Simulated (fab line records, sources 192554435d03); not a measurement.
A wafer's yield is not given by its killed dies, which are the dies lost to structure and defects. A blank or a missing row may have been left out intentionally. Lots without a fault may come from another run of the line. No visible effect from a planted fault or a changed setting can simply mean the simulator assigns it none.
fab line records	flow n5Finfet
[record] lots = 7	wafers = 21
route steps=1938 shown BEOL_M5@1141 BEOL_M6@1221 BEOL_M7@1293 BEOL_M10@1533 BEOL_M11@1543 BEOL_M14@1716
startH: start of the lot's first displayed wafer, in hours after the record's first day	waitH: hours elapsed since this lot's preceding step	" same as the row above	L1.1+2: one row covering several wafers at once	- no value present, or no start provided	* or withheld: withheld	< > ~ a bound
route shown NAME@n: a module of which the file shows steps, and the number in the route of the first	usual: mean/standard deviation of fault-free wafers	same: alike in all rows	chamber/n: place in a boat	sites: readings site by site	_std_site: standard deviation across them	_edge_site: inner sites' mean taken away from outer sites' mean	radiusMm: for every site, how far away it sits from the centre of the wafer	mask NAME#n: copy n	behind: the last tool/chamber to shape the wafer	hold: cause of the lot's hold/its duration in hours/its outcome	device: names the non-switching transistor (n, p or np)	end of line: the route-end tests of the same wafers	a step given without rows: its recipe and nothing more	killed: dies that structure and defects cost at the first sort, which is not the same as the wafer's yield	map: a wafer's dies, marking killed ones x, the rest . and places with no die _
set.NAME: the setting as run; set.NAME@STEP: as run at that earlier step	model.NAME: the simulator's own value behind a step, which no gauge read
one table per step and one row per wafer, for lots whose settings were changed on purpose
[[steps]]
[step N5_BEOL_M5_COAT_74]
[recipe] resist = underlayer	tempC = 205	timeS = 60	spinRpm = 1500	resistThkNm = 5
lot.wafer	tool	chamber	startH	waitH	set.spinRpm
L075.2+6	lithoTrack-01	0	-	-	1597
L075.4	"	0	"	"	1500
L077.3+6	lithoTrack-03	0	-	-	1500
L077.5	"	0	"	"	1436
L078.2+4+6	lithoTrack-03	0	-	-	1500
L079.2+4+6	lithoTrack-01	0	-	-	1500
L086.1	lithoTrack-01	0	-	-	1611
L086.2+6	"	0	"	"	1500
L087.2+3	lithoTrack-04	0	-	-	1413
L087.6	"	0	"	"	1500
L089.2+6	lithoTrack-04	0	-	-	1637
L089.5	"	0	"	"	1500
[step N5_BEOL_M5_COAT_22]
[recipe] resist = CAR-EUV	spinRpm = 1500	resistThkNm = 30
[step N5_BEOL_M5_EBR_24]
[recipe] solvent = PGMEA	ebrWidthMm = 1.5
[step N5_BEOL_M5_DESCUM_33]
[recipe] chemistry = O2	timeS = 7	sourcePowerW = 50	biasPowerW = 20	pressureMtorr = 20	rfFrequencyHz = 2.712e+07	tempC = 40	resist = CAR-EUV	o2FlowSccm = 225
[step N5_BEOL_M5_ETCH_75]
[recipe] chemistry = N2/H2	target = underlayer	targetDepthA = 65	maskMaterial = CAR-EUV	timeS = 5.2	ionEnergyEv = 200	pressureMtorr = 30	sourceW = 840	biasW = 150	n2FlowSccm = 200	h2FlowSccm = 200	ends = cleared
lot.wafer	tool	chamber	startH	waitH	set.spinRpm@BEOL_M5_COAT_74	model.etch.depthNm
L075.2	rieDiel-01	2	184.56	0.0	1597	4.855
L075.4	"	3	"	"	1500	5.004
L075.6	"	0	"	"	1597	4.835
L077.3	rieDiel-02	0	184.97	0.0	1500	4.996
L077.5	"	0	"	"	1436	5.121
L077.6	"	1	"	"	1500	4.994
L078.2	rieDiel-02	2	201.42	0.0	1500	5.03
L078.4	"	3	"	"	1500	5.039
L078.6	"	3	"	"	1500	5.036
L079.2	rieDiel-01	3	201.86	0.0	1500	4.986
L079.4	"	0	"	"	1500	5.006
L079.6	"	3	"	"	1500	4.997
L086.1	rieDiel-03	0	262.01	0.0	1611	4.826
L086.2	"	3	"	"	1500	5.021
L086.6	"	1	"	"	1500	5.006
L087.2	rieDiel-03	0	280.20	0.0	1413	5.15
L087.3	"	1	"	"	1413	5.165
L087.6	"	1	"	"	1500	4.988
L089.2	rieDiel-01	3	289.35	0.0	1637	4.782
L089.5	"	2	"	"	1500	4.975
L089.6	"	1	"	"	1637	4.777
[step N5_BEOL_M6_COAT_22]
[recipe] resist = CAR-EUV	spinRpm = 1500	resistThkNm = 30
lot.wafer	tool	chamber	startH	waitH	set.spinRpm	model.CAR-EUV_of_BEOL_M6_COAT_22.thkNm
L075.2	lithoTrack-02	0	-	-	1500	30
L075.4	"	0	"	"	1500	30.2
L075.6	"	0	"	"	1574	29.4
L077.3	lithoTrack-05	0	-	-	1500	30.2
L077.5+6	"	0	"	"	1454	30.6
L079.2+6	lithoTrack-05	0	-	-	1444	30.6
L079.4	"	0	"	"	1500	30
L078.2+4	lithoTrack-03	0	-	-	1500	30
L078.6	"	0	"	"	1500	29.8
L086.1	lithoTrack-03	0	-	-	1610	29
L086.2	"	0	"	"	1610	28.8
L086.6	"	0	"	"	1500	30
L087.2+3	lithoTrack-05	0	-	-	1637	28.8
L087.6	"	0	"	"	1500	30
L089.2+5	lithoTrack-03	0	-	-	1340	31.8
L089.6	"	0	"	"	1500	30
[step N5_BEOL_M7_EXPOSE_25]
[recipe] maskId = V6	na = 0.33	sourceShape = annular	sigmaInner = 0.4	sigmaOuter = 0.8	polarization = unpolarized	targetCdNm = 40	doseMj = 42.5
lot.wafer	tool	chamber	startH	waitH	mask	set.doseMj
L075.2	euvScanner-02	0	201.56	-	V6#0	42.5
L075.4+6	"	0	"	"	V6#0	44.01
L077.3+6	euvScanner-02	0	206.13	-	V6#0	42.5
L077.5	"	0	"	"	V6#0	40.4
L079.2	euvScanner-02	0	228.14	-	V6#0	40.88
L079.4+6	"	0	"	"	V6#0	42.5
L078.2+4+6	euvScanner-02	0	261.81	-	V6#0	42.5
L086.1+2+6	euvScanner-01	0	282.34	-	V6#0	42.5
L087.2	euvScanner-01	0	300.49	-	V6#0	40.89
L087.3+6	"	0	"	"	V6#0	42.5
L089.2+5+6	euvScanner-01	0	306.46	-	V6#0	42.5
[step N5_BEOL_M7_PEB_26]
[recipe] pebTempC = 100	pebTimeS = 60	resist = CAR-EUV
[step N5_BEOL_M7_DEVELOP_27]
[recipe] developTimeS = 30	developer = TMAH	resist = CAR-EUV	rinseLiquid = surfactantRinse	dry = airSpin	devTempC = 23
[step N5_BEOL_M7_CD_MEAS_28]
[recipe] targetCdNm = 40	landingEnergyEv = 500	detector = seInlens
[usual] cdNm = 40.00/0.23
lot.wafer	tool	chamber	startH	waitH	set.doseMj@BEOL_M7_EXPOSE_25	cdNm
L075.2	cdSem-03	0	201.69	-	42.5	40.06
L075.4	"	0	"	"	44.01	40.34
L075.6	"	0	"	"	44.01	40.48
L077.3	cdSem-03	0	206.26	-	42.5	39.85
L077.5	"	0	"	"	40.4	38.67
L077.6	"	0	"	"	42.5	40.08
L079.2	cdSem-02	0	228.27	-	40.88	39.29
L079.4	"	0	"	"	42.5	40.01
L079.6	"	0	"	"	42.5	39.76
L078.2	cdSem-03	0	261.94	-	42.5	40.08
L078.4	"	0	"	"	42.5	39.90
L078.6	"	0	"	"	42.5	39.89
L086.1	cdSem-03	0	282.48	-	42.5	40.30
L086.2	"	0	"	"	42.5	40.32
L086.6	"	0	"	"	42.5	40.42
L087.2	cdSem-03	0	300.62	-	40.89	39.62
L087.3	"	0	"	"	42.5	40.11
L087.6	"	0	"	"	42.5	40.13
L089.2	cdSem-02	0	306.58	-	42.5	39.97
L089.5	"	0	"	"	42.5	39.54
L089.6	"	0	"	"	42.5	40.12
[step N5_BEOL_M7_DESCUM_33]
[recipe] chemistry = O2	timeS = 7	sourcePowerW = 50	biasPowerW = 20	pressureMtorr = 20	rfFrequencyHz = 2.712e+07	tempC = 40	resist = CAR-EUV	o2FlowSccm = 225
lot.wafer	tool	chamber	startH	waitH	set.timeS	set.doseMj@BEOL_M7_EXPOSE_25	model.CAR-EUV_of_BEOL_M7_COAT_22.thkNm	model.BEOL_M7.cdNm
L075.2	rieDiel-03	1	202.17	0.4	7	42.5	26.2	39.8
L075.4	"	2	"	"	6.589	44.01	26.4	40.4
L075.6	"	1	"	"	7	44.01	26.2	40.4
L077.3	rieDiel-03	1	206.38	0.0	7	42.5	26.2	39.8
L077.5	"	1	"	"	7	40.4	26.2	38.8
L077.6	"	0	"	"	5.651	42.5	26.8	40
L079.2	rieDiel-02	1	228.70	0.3	7	40.88	26	39.2
L079.4	"	3	"	"	8.059	42.5	25.8	40.2
L079.6	"	1	"	"	8.059	42.5	25.6	40
L078.2+6	rieDiel-01	0,2	262.34	0.3	7	42.5	26.2	40
L078.4	"	1	"	"	7	42.5	26	40
L086.1	rieDiel-01	2	282.72	0.2	5.65	42.5	26.6	40
L086.2	"	3	"	"	7	42.5	26.2	40.2
L086.6	"	3	"	"	5.65	42.5	26.8	39.8
L087.2	rieDiel-01	0	301.24	0.5	7	40.89	26	39.2
L087.3+6	"	2	"	"	7	42.5	25.8	40.2
L089.2	rieDiel-01	0	306.70	0.0	7	42.5	26	39.8
L089.5+6	"	2,1	"	"	6.053	42.5	26.4	40
[step N5_BEOL_M7_ETCH_72]
[recipe] chemistry = N2/H2	target = underlayer	targetDepthA = 65	maskMaterial = CAR-EUV	timeS = 5.2	ionEnergyEv = 200	pressureMtorr = 30	sourceW = 840	biasW = 150	n2FlowSccm = 200	h2FlowSccm = 200	ends = cleared
lot.wafer	tool	chamber	startH	waitH	set.doseMj@BEOL_M7_EXPOSE_25	set.timeS@BEOL_M7_DESCUM_33	model.CAR-EUV_of_BEOL_M7_COAT_22.thkNm	model.BEOL_M7.cdNm
L075.2	rieDiel-03	1	202.21	0.0	42.5	7	20.6	39.6
L075.4	"	2	"	"	44.01	6.589	20.6	40.4
L075.6	"	1	"	"	44.01	7	20.6	40.2
L077.3	rieDiel-03	1	206.41	0.0	42.5	7	20.4	39.8
L077.5	"	1	"	"	40.4	7	20.4	38.6
L077.6	"	0	"	"	42.5	5.651	21	40.2
L079.2	rieDiel-02	1	228.73	0.0	40.88	7	20.4	39.2
L079.4	"	3	"	"	42.5	8.059	20	40.4
L079.6	"	1	"	"	42.5	8.059	20	40
L078.2	rieDiel-01	0	262.37	0.0	42.5	7	20.4	39.8
L078.4	"	1	"	"	42.5	7	20.4	40
L078.6	"	2	"	"	42.5	7	20.4	40.2
L086.1	rieDiel-01	2	282.75	0.0	42.5	5.65	21	40.2
L086.2	"	3	"	"	42.5	7	20.4	40.2
L086.6	"	3	"	"	42.5	5.65	21	39.8
L087.2	rieDiel-01	0	301.27	0.0	40.89	7	20.2	39
L087.3+6	"	2	"	"	42.5	7	20.2	40.2
L089.2	rieDiel-01	0	306.74	0.0	42.5	7	20.2	39.6
L089.5	"	2	"	"	42.5	6.053	20.6	40
L089.6	"	1	"	"	42.5	6.053	20.8	40
[step N5_BEOL_M7_ETCH_65]
[recipe] chemistry = CF4	target = SiARC	targetDepthA = 156	maskMaterial = CAR-EUV	timeS = 26	ionEnergyEv = 80	pressureMtorr = 40	sourceW = 545	biasW = 36	Ar_flow_sccm = 100	cf4FlowSccm = 100	ends = cleared
lot.wafer	tool	chamber	startH	waitH	set.doseMj@BEOL_M7_EXPOSE_25	model.BEOL_M7.cdNm
L075.2	rieDiel-03	1	202.22	0.0	42.5	39.8
L075.4+6	"	2,1	"	"	44.01	40.4
L077.3	rieDiel-03	1	206.43	0.0	42.5	39.8
L077.5	"	1	"	"	40.4	38.8
L077.6	"	0	"	"	42.5	40.2
L079.2	rieDiel-02	1	228.75	0.0	40.88	39.2
L079.4	"	3	"	"	42.5	40.2
L079.6	"	1	"	"	42.5	40
L078.2+4	rieDiel-01	0,1	262.39	0.0	42.5	39.8
L078.6	"	2	"	"	42.5	40
L086.1+2	rieDiel-01	2,3	282.77	0.0	42.5	40
L086.6	"	3	"	"	42.5	39.6
L087.2	rieDiel-01	0	301.29	0.0	40.89	39
L087.3+6	"	2	"	"	42.5	40
L089.2	rieDiel-01	0	306.76	0.0	42.5	39.6
L089.5+6	"	2,1	"	"	42.5	39.8
[step N5_BEOL_M7_ETCH_66]
[recipe] chemistry = N2/H2	target = SOC	targetDepthA = 800	overetchA = 160	maskMaterial = SiARC	tempC = 40	timeS = 120	ionEnergyEv = 200	pressureMtorr = 30	sourceW = 840	biasW = 150	n2FlowSccm = 200	h2FlowSccm = 200
[step N5_BEOL_M7_STRIP_69]
[recipe] chemistry = N2/H2	tempC = 40	n2FlowSccm = 200	h2FlowSccm = 200	rfFrequencyHz = 6e+07
[step N5_BEOL_M7_STRIP_73]
[recipe] chemistry = N2/H2	tempC = 40	n2FlowSccm = 200	h2FlowSccm = 200	rfFrequencyHz = 6e+07
[step N5_BEOL_M7_VIA_ETCH_34]
[recipe] chemistry = C4F6/O2	target = SiCOH_lowk	targetDepthA = 1255	maskMaterial = SOC	taperDeg = 4	timeS = 50.5	ionEnergyEv = 250	pressureMtorr = 30	sourceW = 345	biasW = 185	Ar_flow_sccm = 300	C4F6_flow_sccm = 10	O2_flow_sccm = 10
lot.wafer	tool	chamber	startH	waitH	set.doseMj@BEOL_M7_EXPOSE_25	model.BEOL_M7.cdNm
L075.2	rieDiel-03	1	202.35	0.0	42.5	39.6
L075.4	"	2	"	"	44.01	40.6
L075.6	"	1	"	"	44.01	40.2
L077.3+6	rieDiel-03	1,0	206.56	0.0	42.5	39.8
L077.5	"	1	"	"	40.4	38.8
L079.2	rieDiel-02	1	228.88	0.0	40.88	39.4
L079.4	"	3	"	"	42.5	40.2
L079.6	"	1	"	"	42.5	40
L078.2+6	rieDiel-01	0,2	262.52	0.0	42.5	40
L078.4	"	1	"	"	42.5	40.2
L086.1	rieDiel-01	2	282.90	0.0	42.5	39.8
L086.2	"	3	"	"	42.5	39.6
L086.6	"	3	"	"	42.5	39.2
L087.2	rieDiel-01	0	301.42	0.0	40.89	39
L087.3	"	2	"	"	42.5	39.8
L087.6	"	2	"	"	42.5	40
L089.2	rieDiel-01	0	306.88	0.0	42.5	39.6
L089.5	"	2	"	"	42.5	39.8
L089.6	"	1	"	"	42.5	40
[step N5_BEOL_M10_DEP_56]
[recipe] material = SiCN	targetThkA = 150	tempC = withheld	precursor = 3MS/NH3	pressureTorr = 3	rfW = 202	timeS = 26.5
lot.wafer	tool	chamber	startH	waitH	set.timeS	model.SiCN_of_BEOL_M10_DEP_56.thkNm
L075.2	pecvd-02	0	236.93	0.0	26.5	15.2
L075.4	"	0	"	"	26.5	15.6
L075.6	"	2	"	"	27.74	15.8
L077.3	pecvd-03	1	246.45	0.0	28.94	16.4
L077.5	"	2	"	"	26.5	14.8
L077.6	"	1	"	"	26.5	15
L079.2	pecvd-03	0	263.35	0.0	26.5	14.6
L079.4	"	1	"	"	22.6	12.8
L079.6	"	0	"	"	26.5	15
L078.2	pecvd-02	0	287.94	0.0	26.5	15
L078.4+6	"	1,2	"	"	26.5	15.2
L086.1	pecvd-01	2	315.29	0.0	23.82	13.4
L086.2	"	0	"	"	23.82	13.6
L086.6	"	0	"	"	26.5	15.2
L087.2	pecvd-02	2	335.90	0.0	26.5	14.6
L087.3+6	"	1,2	"	"	27.82	15.6
L089.2	pecvd-02	1	351.39	0.0	26.5	14.6
L089.5	"	1	"	"	26.5	15
L089.6	"	2	"	"	26.5	14.8
[step N5_BEOL_M11_COAT_05]
[recipe] resist = CAR-ArF	spinRpm = 1500	resistThkNm = 90
lot.wafer	tool	chamber	startH	waitH	set.spinRpm	model.CAR-ArF_of_BEOL_M11_COAT_05.thkNm
L075.2	lithoTrack-03	0	-	-	1500	89.8
L075.4	"	0	"	"	1500	90
L075.6	"	0	"	"	1500	90.2
L077.3	lithoTrack-05	0	-	-	1403	93.4
L077.5+6	"	0	"	"	1500	90.2
L079.2+6	lithoTrack-02	0	-	-	1629	86.4
L079.4	"	0	"	"	1500	90
L078.2	lithoTrack-02	0	-	-	1500	90.6
L078.4+6	"	0	"	"	1500	90.2
L086.1	lithoTrack-05	0	-	-	1632	86.6
L086.2	"	0	"	"	1500	90.2
L086.6	"	0	"	"	1632	87
L087.2+6	lithoTrack-05	0	-	-	1500	90
L087.3	"	0	"	"	1500	90.4
L089.2	lithoTrack-02	0	-	-	1594	87.4
L089.5	"	0	"	"	1594	87.2
L089.6	"	0	"	"	1500	90.2
[step N5_BEOL_M11_EBR_07]
[recipe] solvent = PGMEA	ebrWidthMm = 1.5
[step N5_BEOL_M11_SOFTBAKE_06]
[recipe] tempC = 110	timeS = 60	resist = CAR-ArF
[step N5_BEOL_M11_DESCUM_16]
[recipe] chemistry = O2	timeS = 7.9	sourcePowerW = 50	biasPowerW = 20	pressureMtorr = 20	rfFrequencyHz = 2.712e+07	tempC = 40	resist = CAR-ArF	o2FlowSccm = 225
lot.wafer	tool	chamber	startH	waitH	set.spinRpm@BEOL_M11_COAT_05	model.CAR-ArF_of_BEOL_M11_COAT_05.thkNm
L075.2	rieDiel-03	3	239.29	0.1	1500	83.2
L075.4	"	1	"	"	1500	83.6
L075.6	"	1	"	"	1500	83.8
L077.3	rieDiel-02	3	250.42	0.7	1403	87
L077.5+6	"	1,0	"	"	1500	83.6
L079.2+6	rieDiel-02	2,0	268.43	0.1	1629	79.8
L079.4	"	0	"	"	1500	83.4
L078.2	rieDiel-02	2	290.46	0.2	1500	83.8
L078.4+6	"	1	"	"	1500	83.6
L086.1	rieDiel-02	0	317.77	0.0	1632	80
L086.2	"	3	"	"	1500	83.8
L086.6	"	1	"	"	1632	80.4
L087.2	rieDiel-03	2	338.07	0.1	1500	83.6
L087.3	"	1	"	"	1500	84
L087.6	"	3	"	"	1500	83.2
L089.2+5	rieDiel-01	3,0	354.41	0.0	1594	80.8
L089.6	"	1	"	"	1500	83.6
[step N5_BEOL_M14_ILD_DEP_00]
[recipe] material = SiO2	targetThkA = 11193	tempC = 400	precursor = TEOS/O2	pressureTorr = 6.5	rfW = 900	teosFlowSccm = 161.4	gas = O2	flowSccm = 2650	timeS = 237.4
lot.wafer	tool	chamber	startH	waitH	set.timeS	model.SiO2_of_BEOL_M14_ILD_DEP_00.thkNm
L075.2	pecvd-01	0	264.56	0.0	237.4	1137
L075.4	"	0	"	"	237.4	1151
L075.6	"	1	"	"	237.4	1125
L077.3	pecvd-02	0	271.54	0.0	237.4	1085
L077.5	"	2	"	"	227.1	1035
L077.6	"	0	"	"	237.4	1108
L079.2	pecvd-01	2	287.04	0.0	237.4	1119
L079.4	"	1	"	"	220.7	1027
L079.6	"	2	"	"	220.7	1067
L078.2	pecvd-02	1	311.97	0.0	237.4	1101
L078.4	"	1	"	"	237.4	1135
L078.6	"	2	"	"	237.4	1105
L086.1	pecvd-01	1	338.20	0.0	256.7	1198
L086.2	"	2	"	"	237.4	1126
L086.6	"	1	"	"	256.7	1209
L087.2	pecvd-01	1	352.56	0.0	237.4	1084
L087.3	"	2	"	"	237.4	1111
L087.6	"	2	"	"	211.3	1013
L089.2	pecvd-02	1	372.31	0.0	237.4	1119
L089.5	"	0	"	"	237.4	1128
L089.6	"	2	"	"	237.4	1108
[step N5_BEOL_M14_THK_MEAS_01]
[recipe] reads = SiO2_of_BEOL_M14_ILD_DEP_00
[usual] M14_ILD_THK = 1114/20
lot.wafer	tool	chamber	startH	waitH	set.timeS@BEOL_M14_ILD_DEP_00	M14_ILD_THK[nm]
L075.2	filmMetro-02	-	264.75	0.1	237.4	1138
L075.4	"	-	"	"	237.4	1151
L075.6	"	-	"	"	237.4	1125
L077.3	filmMetro-01	-	271.73	0.1	237.4	1085
L077.5	"	-	"	"	227.1	1034
L077.6	"	-	"	"	237.4	1108
L079.2	filmMetro-01	-	287.23	0.1	237.4	1120
L079.4	"	-	"	"	220.7	1027
L079.6	"	-	"	"	220.7	1067
L078.2	filmMetro-02	-	312.16	0.1	237.4	1101
L078.4	"	-	"	"	237.4	1134
L078.6	"	-	"	"	237.4	1106
L086.1	filmMetro-01	-	338.39	0.1	256.7	1198
L086.2	"	-	"	"	237.4	1126
L086.6	"	-	"	"	256.7	1209
L087.2	filmMetro-02	-	352.76	0.1	237.4	1083
L087.3	"	-	"	"	237.4	1111
L087.6	"	-	"	"	211.3	1013
L089.2	filmMetro-02	-	372.50	0.1	237.4	1120
L089.5	"	-	"	"	237.4	1128
L089.6	"	-	"	"	237.4	1108
[[key]]
[split] step = N5_BEOL_M5_COAT_74	setting = spinRpm	stated = 1500	by = wafer
[response] step = N5_BEOL_M5_ETCH_75	reading = model.etch.depthNm	change = -0.0247	per = 1%	r = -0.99
[split] step = N5_BEOL_M6_COAT_22	setting = spinRpm	stated = 1500	by = wafer
[response] step = N5_BEOL_M6_COAT_22	reading = model.CAR-EUV_of_BEOL_M6_COAT_22.thkNm	change = -0.151	per = 1%	r = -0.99
[split] step = N5_BEOL_M7_EXPOSE_25	setting = doseMj	stated = 42.5	by = wafer
[response] step = N5_BEOL_M7_CD_MEAS_28	reading = cdNm	change = +0.179	per = 1%	r = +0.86
[response] step = N5_BEOL_M7_DESCUM_33	reading = model.BEOL_M7.cdNm	change = +0.224	per = 1%	r = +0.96
[response] step = N5_BEOL_M7_ETCH_72	reading = model.BEOL_M7.cdNm	change = +0.269	per = 1%	r = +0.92
[response] step = N5_BEOL_M7_ETCH_65	reading = model.BEOL_M7.cdNm	change = +0.232	per = 1%	r = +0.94
[response] step = N5_BEOL_M7_VIA_ETCH_34	reading = model.BEOL_M7.cdNm	change = +0.21	per = 1%	r = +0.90
[split] step = N5_BEOL_M7_DESCUM_33	setting = timeS	stated = 7	by = wafer
[response] step = N5_BEOL_M7_DESCUM_33	reading = model.CAR-EUV_of_BEOL_M7_COAT_22.thkNm	change = -0.0272	per = 1%	r = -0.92
[response] step = N5_BEOL_M7_ETCH_72	reading = model.CAR-EUV_of_BEOL_M7_COAT_22.thkNm	change = -0.0302	per = 1%	r = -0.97
[split] step = N5_BEOL_M10_DEP_56	setting = timeS	stated = 26.5	by = wafer
[response] step = N5_BEOL_M10_DEP_56	reading = model.SiCN_of_BEOL_M10_DEP_56.thkNm	change = +0.149	per = 1%	r = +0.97
[split] step = N5_BEOL_M11_COAT_05	setting = spinRpm	stated = 1500	by = wafer
[response] step = N5_BEOL_M11_COAT_05	reading = model.CAR-ArF_of_BEOL_M11_COAT_05.thkNm	change = -0.429	per = 1%	r = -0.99
[response] step = N5_BEOL_M11_DESCUM_16	reading = model.CAR-ArF_of_BEOL_M11_COAT_05.thkNm	change = -0.439	per = 1%	r = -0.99
[split] step = N5_BEOL_M14_ILD_DEP_00	setting = timeS	stated = 237.4	by = wafer
[response] step = N5_BEOL_M14_ILD_DEP_00	reading = model.SiO2_of_BEOL_M14_ILD_DEP_00.thkNm	change = +9.14	per = 1%	r = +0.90
[response] step = N5_BEOL_M14_THK_MEAS_01	reading = M14_ILD_THK	change = +9.12	per = 1%	r = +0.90
